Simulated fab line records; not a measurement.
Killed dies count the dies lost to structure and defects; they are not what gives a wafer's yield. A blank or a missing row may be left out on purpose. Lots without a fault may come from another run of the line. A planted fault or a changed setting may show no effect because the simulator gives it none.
Which of the tools did it? -- flow n5-finfet -- 72 wafers from 24 lots sampled at 6 of the route's 1938 steps

WHAT EACH GAUGE READ, for each wafer
N5_BEOL_M14_THK_MEAS_01. Usual: M14_ILD_THK 1117 nm, standard deviation 14.
lot,measured,on,M14_ILD_THK (nm),flag
L075,day 11 02:42,film-metro-01,1114 1114 1115,
L074,day 11 15:27,film-metro-02,1105 1095 1122,
L076,day 11 17:38,film-metro-01,1123 1137 1132,
L077,day 12 09:41,film-metro-01,1101 1104 1118,
L078,day 12 09:41,film-metro-02,1087 1104 1127,
L080,day 12 09:53,film-metro-02,1120 1106 1143,
L079,day 12 14:14,film-metro-02,1102 1103 1103,
L081,day 12 17:34,film-metro-02,1110 1108 1137,
L082,day 13 08:50,film-metro-02,1106 1118 1156,
L085,day 13 23:24,film-metro-02,1110 1121 1121,
L084,day 13 23:35,film-metro-02,1120 1144 1110,
L083,day 13 23:58,film-metro-02,1118 1123 1136,
L086,day 14 06:48,film-metro-01,1120 1130 1134,
L087,day 14 08:40,film-metro-01,1098 1106 1122,
L088,day 14 14:57,film-metro-02,1096 1124 1107,
L091,day 15 11:42,film-metro-01,1118 1108 1141,
L089,day 15 12:40,film-metro-01,1111 1125 1114,
L090,day 15 16:57,film-metro-01,1108 1121 1131,
L093,day 15 20:05,film-metro-02,1114 1108 1135,
L092,day 16 04:38,film-metro-01,1119 1110 1121,
L095,day 16 19:31,film-metro-02,1125 1128 1143,
L094,day 16 19:58,film-metro-02,1129 1113 1120,
L096,day 17 01:23,film-metro-01,1095 1108 1124,
L097,day 17 04:23,film-metro-02,1087 1125 1126,

N5_BEOL_M14_CD_MEAS_10: the cd target is 250 nm. Usual: cd-nm reads 250.2 nm (standard deviation 1.8).
lot,measured,on,cd-nm (nm),flag
L075,day 11 03:08,cd-sem-03,249.2 248.1 250.2,
L074,day 11 15:45,cd-sem-03,250.3 250.5 249.4,
L076,day 11 18:04,cd-sem-03,251.8 252.2 250.0,
L077,day 12 10:00,cd-sem-01,249.7 252.0 250.8,
L078,day 12 10:10,cd-sem-02,250.5 251.2 253.9,
L080,day 12 10:19,cd-sem-03,249.7 248.5 248.5,
L079,day 12 14:33,cd-sem-02,249.8 248.6 249.5,
L081,day 12 18:00,cd-sem-02,249.3 251.7 248.2,
L082,day 13 09:08,cd-sem-02,249.2 249.3 246.0,
L085,day 13 23:43,cd-sem-01,250.8 251.0 251.9,
L084,day 14 00:01,cd-sem-02,253.4 253.8 250.1,
L083,day 14 00:16,cd-sem-02,251.1 251.5 252.0,
L086,day 14 07:07,cd-sem-01,252.7 249.7 251.9,
L087,day 14 09:06,cd-sem-03,250.6 248.3 248.8,
L088,day 14 15:16,cd-sem-02,250.5 251.2 252.4,
L091,day 15 12:01,cd-sem-03,248.3 250.3 249.2,
L089,day 15 12:58,cd-sem-01,249.3 248.5 248.3,
L090,day 15 17:16,cd-sem-02,248.8 249.1 247.6,
L093,day 15 20:31,cd-sem-03,253.0 250.0 253.2,
L092,day 16 05:04,cd-sem-03,249.4 252.2 250.2,
L095,day 16 19:56,cd-sem-01,251.6 250.9 250.8,
L094,day 16 20:17,cd-sem-03,249.4 249.6 248.6,
L096,day 17 01:41,cd-sem-03,252.6 250.8 249.1,
L097,day 17 04:49,cd-sem-03,246.0 248.7 247.3,

N5_BEOL_M15_THK_MEAS_01. Usual: M15_ILD_THK 1639 nm, standard deviation 27.
lot,measured,on,M15_ILD_THK (nm),flag
L075,day 11 07:42,film-metro-02,1596 1580 1632,
L074,day 11 21:23,film-metro-01,1664 1629 1672,
L076,day 11 23:55,film-metro-01,1668 1604 1691,
L077,day 12 14:25,film-metro-02,1599 1605 1613,
L078,day 12 14:37,film-metro-02,1583 1646 1617,
L080,day 12 14:57,film-metro-02,1589 1633 1649,
L079,day 12 18:26,film-metro-02,1620 1667 1645,
L081,day 13 02:50,film-metro-01,1620 1654 1637,
L082,day 13 15:08,film-metro-01,1672 1637 1680,
L085,day 14 07:20,film-metro-02,1610 1650 1661,
L084,day 14 09:35,film-metro-02,1580 1651 1629,
L083,day 14 11:50,film-metro-01,1661 1619 1656,
L086,day 14 12:29,film-metro-02,1611 1667 1638,
L087,day 14 15:32,film-metro-01,1642 1633 1683,
L088,day 14 19:12,film-metro-02,1648 1684 1659,
L091,day 15 18:04,film-metro-01,1605 1642 1659,
L089,day 15 21:35,film-metro-01,1629 1640 1625,
L090,day 15 23:38,film-metro-01,1639 1626 1646,
L093,day 16 03:23,film-metro-01,1616 1653 1626,
L092,day 16 10:09,film-metro-02,1654 1634 1618,
L095,day 17 00:52,film-metro-01,1647 1667 1656,
L094,day 17 01:17,film-metro-02,1614 1629 1630,
L096,day 17 07:29,film-metro-01,1592 1627 1623,
L097,day 17 09:31,film-metro-01,1640 1620 1655,

TOOL THAT RAN EACH LOT (tool first, then ch and the chambers of the sampled wafers, then the start)
lot,N5_BEOL_M14_VIA_ETCH_16,N5_BEOL_M14_ETCH_68,N5_BEOL_M15_ILD_DEP_00
L075,"rie-diel-03 ch 1,2,3, day 11 03:19","rie-diel-02 ch 0,1,3, day 11 04:15","pecvd-03 ch 0,2, day 11 07:27"
L074,"rie-diel-03 ch 2,3, day 11 15:56","rie-diel-06 ch 0,2, day 11 17:11","pecvd-01 ch 1,2, day 11 21:08"
L076,"rie-diel-02 ch 0,2,3, day 11 18:14","rie-diel-02 ch 0,1,3, day 11 19:21","pecvd-01 ch 0,2, day 11 23:40"
L077,"rie-diel-02 ch 0,2,3, day 12 10:12","rie-diel-06 ch 0,2, day 12 11:20","pecvd-01 ch 0,1, day 12 14:10"
L078,"rie-diel-06 ch 1,2,3, day 12 10:23","rie-diel-03 ch 1,3, day 12 11:41","pecvd-04 ch 0,1, day 12 14:16"
L080,"rie-diel-02 ch 0,2,3, day 12 10:33","rie-diel-02 ch 0,1,2, day 12 11:44","pecvd-04 ch 0,1, day 12 14:35"
L079,"rie-diel-03 ch 0,1,2, day 12 14:44","rie-diel-02 ch 0,3, day 12 16:04","pecvd-01 ch 0,1, day 12 18:11"
L081,"rie-diel-03 ch 0,1, day 12 18:10","rie-diel-02 ch 1,2, day 12 19:14","pecvd-03 ch 0,1,2, day 13 02:35"
L082,"rie-diel-02 ch 1,2,3, day 13 09:19","rie-diel-06 ch 0,1,2, day 13 10:35","pecvd-01 ch 1,2, day 13 14:53"
L085,"rie-diel-02 ch 1,3, day 13 23:53","rie-diel-06 ch 2,3, day 14 01:01","pecvd-04 ch 0,1,2, day 14 07:05"
L084,"rie-diel-06 ch 2,3, day 14 00:11","rie-diel-03 ch 1,2,3, day 14 01:16","pecvd-03 ch 0,1,2, day 14 09:20"
L083,"rie-diel-03 ch 0,1,3, day 14 00:31","rie-diel-02 ch 2,3, day 14 01:32","pecvd-04 ch 0,1,2, day 14 11:42"
L086,"rie-diel-03 ch 1,2,3, day 14 07:22","rie-diel-06 ch 0,2, day 14 08:26","pecvd-04 ch 1,2, day 14 12:14"
L087,"rie-diel-02 ch 0,1,2, day 14 09:16","rie-diel-02 ch 0,1,3, day 14 10:13","pecvd-01 ch 0,1,2, day 14 15:17"
L088,"rie-diel-06 ch 1,2, day 14 15:26","rie-diel-06 ch 0,1,3, day 14 16:23","pecvd-01 ch 1,2, day 14 18:57"
L091,"rie-diel-06 ch 0,1,3, day 15 12:43","rie-diel-03 ch 0,1,3, day 15 14:59","pecvd-03 ch 0,1, day 15 17:49"
L089,"rie-diel-03 ch 1,2, day 15 14:16","rie-diel-03 ch 0,1,2, day 15 16:02","pecvd-04 ch 1,2, day 15 21:20"
L090,"rie-diel-03 ch 1,2, day 15 18:20","rie-diel-03 ch 2,3, day 15 19:17","pecvd-01 ch 0,1,2, day 15 23:23"
L093,"rie-diel-03 ch 0,2,3, day 15 20:41","rie-diel-06 ch 0,1, day 15 21:39","pecvd-03 ch 0,1,2, day 16 03:08"
L092,"rie-diel-02 ch 0,1,3, day 16 05:15","rie-diel-06 ch 0,1,3, day 16 06:20","pecvd-04 ch 0,1,2, day 16 09:54"
L095,"rie-diel-06 ch 0,1,3, day 16 20:07","rie-diel-02 ch 1,2, day 16 21:11","pecvd-01 ch 0,1,2, day 17 00:44"
L094,"rie-diel-03 ch 0,2,3, day 16 20:31","rie-diel-03 ch 1,3, day 16 21:41","pecvd-03 ch 0, day 17 00:55"
L096,"rie-diel-02 ch 1,3, day 17 02:14","rie-diel-02 ch 0,3, day 17 03:13","pecvd-04 ch 0,1,2, day 17 07:14"
L097,"rie-diel-02 ch 0,2,3, day 17 05:08","rie-diel-06 ch 0,1, day 17 06:14","pecvd-01 ch 0,1,2, day 17 09:16"
- N5_BEOL_M14_VIA_ETCH_16: etches SiO2 in C4F8/O2/Ar, target depth 1231.3 nm.
- N5_BEOL_M14_ETCH_68: etches SOC in N2/H2, time 450 s.
- N5_BEOL_M15_ILD_DEP_00: deposits SiO2 from TEOS/O2, target thk 1629.3 nm, time 346.1 s.

AS READ BY THE TOOLS THEMSELVES (means over the sampled wafers that have a number; for cases with no such wafer, the mark the record gives instead)
N5_BEOL_M14_VIA_ETCH_16. Usual: C4F8_flow_sccm 16.00 sccm, standard deviation 0.048; drypump-motor-current-A 5.7 A, standard deviation 0.4; oes_o_777_au 0.83 a.u., standard deviation 0.058; oes-product-au 0.74 a.u., standard deviation 0.053; rf-vpp-V 2223 V, standard deviation 43; showerhead-plenum-p-Torr 3.47 Torr, standard deviation 0.091; throttle-valve-pct 30.8 %, standard deviation 0.35.
lot,tool,C4F8_flow_sccm (sccm),drypump-motor-current-A (A),oes_o_777_au (a.u.),oes-product-au (a.u.),rf-vpp-V (V),showerhead-plenum-p-Torr (Torr),throttle-valve-pct (%),flag
L075,rie-diel-03,15.98,5.6,0.86,0.77,2221,3.56,30.8,
L074,rie-diel-03,15.97,5.6,0.85,0.77,2224,3.56,31.0,
L076,rie-diel-02,16.00,5.6,0.88,0.80,2214,3.41,30.9,
L077,rie-diel-02,15.97,5.6,0.87,0.79,2213,3.40,30.9,
L078,rie-diel-06,15.98,5.7,0.81,0.72,2223,3.47,30.7,
L080,rie-diel-02,16.00,5.7,0.87,0.79,2213,3.40,30.9,
L079,rie-diel-03,16.01,5.8,0.84,0.75,2181,3.55,30.9,
L081,rie-diel-03,16.01,5.8,0.85,0.75,2178,3.55,30.7,
L082,rie-diel-02,16.01,5.4,0.86,0.78,2231,3.44,30.6,
L085,rie-diel-02,15.97,5.2,0.81,0.73,2219,3.47,30.6,
L084,rie-diel-06,16.05,5.6,0.79,0.73,2229,3.55,30.6,
L083,rie-diel-03,16.00,5.8,0.81,0.73,2227,3.50,30.9,
L086,rie-diel-03,16.03,5.6,0.83,0.75,2220,3.55,30.8,
L087,rie-diel-02,15.99,5.9,0.87,0.79,2233,3.40,30.9,
L088,rie-diel-06,16.06,5.8,0.79,0.69,2214,3.36,30.7,
L091,rie-diel-06,15.99,6.0,0.77,0.69,2238,3.48,30.6,
L089,rie-diel-03,16.03,5.6,0.84,0.74,2170,3.58,30.7,
L090,rie-diel-03,16.01,5.6,0.84,0.73,2172,3.58,30.9,
L093,rie-diel-03,16.01,5.8,0.77,0.71,2227,3.49,31.1,
L092,rie-diel-02,16.01,5.7,0.82,0.74,2222,3.43,30.8,
L095,rie-diel-06,15.99,6.0,0.76,0.69,2237,3.48,30.7,
L094,rie-diel-03,16.01,5.8,0.77,0.70,2227,3.49,31.1,
L096,rie-diel-02,15.99,5.4,0.82,0.74,2239,3.48,30.5,
L097,rie-diel-02,16.01,5.6,0.83,0.74,2211,3.39,30.9,

N5_BEOL_M14_ETCH_68. Usual: drypump-motor-current-A 5.7 A, standard deviation 0.44; oes-product-au 0.82 a.u., standard deviation 0.057; rf-vpp-V 524.7 V, standard deviation 2.4; showerhead-plenum-p-Torr 2.57 Torr, standard deviation 0.084; throttle-valve-pct 17.68 %, standard deviation 0.27.
lot,tool,drypump-motor-current-A (A),oes-product-au (a.u.),rf-vpp-V (V),showerhead-plenum-p-Torr (Torr),throttle-valve-pct (%),flag
L075,rie-diel-02,5.7,0.87,524.5,2.55,17.63,
L074,rie-diel-06,5.8,0.82,526.6,2.66,17.46,
L076,rie-diel-02,5.7,0.86,523.8,2.54,17.63,
L077,rie-diel-06,5.4,0.81,526.9,2.62,17.49,
L078,rie-diel-03,5.6,0.83,526.3,2.61,17.63,
L080,rie-diel-02,5.9,0.91,523.0,2.52,17.62,
L079,rie-diel-02,5.4,0.81,523.5,2.53,17.71,
L081,rie-diel-02,5.6,0.94,522.8,2.52,17.43,
L082,rie-diel-06,5.8,0.79,525.0,2.56,17.55,
L085,rie-diel-06,5.3,0.80,524.4,2.61,17.53,
L084,rie-diel-03,5.6,0.82,527.0,2.64,17.79,
L083,rie-diel-02,5.4,0.86,522.6,2.50,17.52,
L086,rie-diel-06,5.8,0.79,526.0,2.65,17.50,
L087,rie-diel-02,5.7,0.83,524.9,2.53,17.68,
L088,rie-diel-06,6.0,0.77,525.4,2.59,17.59,
L091,rie-diel-03,5.8,0.79,525.4,2.59,17.84,
L089,rie-diel-03,5.7,0.80,526.7,2.63,17.98,
L090,rie-diel-03,5.5,0.80,526.1,2.64,18.05,
L093,rie-diel-06,6.1,0.75,526.0,2.58,17.58,
L092,rie-diel-06,6.0,0.75,526.0,2.58,17.62,
L095,rie-diel-02,5.7,0.87,523.9,2.54,17.45,
L094,rie-diel-03,5.6,0.78,525.2,2.59,17.71,
L096,rie-diel-02,5.9,0.80,522.3,2.49,17.93,
L097,rie-diel-06,6.1,0.75,525.2,2.58,17.60,

N5_BEOL_M15_ILD_DEP_00. Usual: chamber-pressure-Torr 6.499 Torr, standard deviation 0.014; heater-power-w 529 W, standard deviation 130; showerhead-plenum-p-Torr 8.346 Torr, standard deviation 0.023; throttle-valve-pct 18.3 %, standard deviation 0.89.
lot,tool,chamber-pressure-Torr (Torr),heater-power-w (W),showerhead-plenum-p-Torr (Torr),throttle-valve-pct (%),flag
L075,pecvd-03,6.495,517,8.347,18.8,
L074,pecvd-01,6.504,491,8.346,18.8,
L076,pecvd-01,6.492,642,8.358,17.4,
L077,pecvd-01,6.493,595,8.348,17.8,
L078,pecvd-04,6.498,543,8.329,18.7,
L080,pecvd-04,6.496,475,8.322,18.8,
L079,pecvd-01,6.497,599,8.350,18.0,
L081,pecvd-03,6.508,605,8.352,18.7,
L082,pecvd-01,6.489,489,8.350,18.8,
L085,pecvd-04,6.501,482,8.330,18.1,
L084,pecvd-03,6.486,604,8.357,18.9,
L083,pecvd-04,6.496,515,8.341,18.2,
L086,pecvd-04,6.504,441,8.353,18.3,
L087,pecvd-01,6.506,591,8.358,18.1,
L088,pecvd-01,6.498,405,8.353,18.6,
L091,pecvd-03,6.494,573,8.340,19.1,
L089,pecvd-04,6.513,412,8.330,18.4,
L090,pecvd-01,6.499,542,8.346,18.2,
L093,pecvd-03,6.496,517,8.371,18.8,
L092,pecvd-04,6.510,435,8.334,18.2,
L095,pecvd-01,6.503,578,8.340,18.1,
L094,pecvd-03,6.500,525,8.335,19.6,
L096,pecvd-04,6.504,490,8.335,18.3,
L097,pecvd-01,6.492,535,8.341,18.1,

THE ANSWER, worked out from the rows above alone
Rule: lot off if the mean of its wafers having a number is beyond 3 standard deviations from the usual mean. Also off: a lot with no number at a reading for which 4 or more lots have one. Any other lot the step has rows for is counted as sound. Order of review: gauges by route order, followed by the tools' own readings, for which a lot's mean as printed above is used. At the first step where some lot is off, the reading lying furthest off is the one used; lots without a number count as furthest.
None of the lots is off at any reading shown; this tells nothing.

WHAT THE SIMULATOR HAD PUT IN
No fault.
